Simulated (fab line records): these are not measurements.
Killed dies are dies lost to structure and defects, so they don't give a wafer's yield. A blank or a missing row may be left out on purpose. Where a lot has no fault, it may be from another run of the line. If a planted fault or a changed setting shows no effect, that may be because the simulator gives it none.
Matching of chambers    flow n5-finfet    N5_BEOL_M12_DESCUM_15 on rie-diel-04: 4 sister chambers
The step chemistry O2, time 7.9 s. 4 wafers are shown with their chamber, then 7 later ones without.

== WAFERS, EACH WITH ITS CHAMBER ==
wafer   chamber  drypump-motor-current-A (A)
L077.5  1        5.8
L081.6  2        6.0
L086.1  3        5.0
L086.3  0        5.0

== WAFERS WITH NO CHAMBER GIVEN ==
wafer   drypump-motor-current-A (A)
L086.5  6.0
L090.3  5.9
L090.4  5.0
L090.5  5.8
L092.2  5.9
L092.4  5.0
L092.5  5.0

== WHICH CHAMBER EACH WENT THROUGH ==
wafer   from the rows above      in truth
L086.5  2                        2
L090.3  can't be placed: 2 or 1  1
L090.4  can't be placed: 0 or 3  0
L090.5  1                        1
L092.2  can't be placed: 2 or 1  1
L092.4  can't be placed: 0 or 3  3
L092.5  can't be placed: 0 or 3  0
2 of 7 placed correctly. From these rows, 5 cannot be placed; in 5 the true chamber is one of the candidates. Wrongly placed: 0.
How it was worked out, from the rows above alone: a wafer's distance from a chamber is the root of the sum, over the readings, of the square of ((its reading less the chamber's mean) divided by the reading's scatter). If the next closest chamber is less than 2 further off than the closest, the wafer can't be placed; otherwise it belongs to the closest. For every chamber, the mean is computed from those of its wafers that are shown. The scatter: with one shown wafer a chamber, the root of the mean of the squares of how far each hidden wafer lies from its nearest shown one.
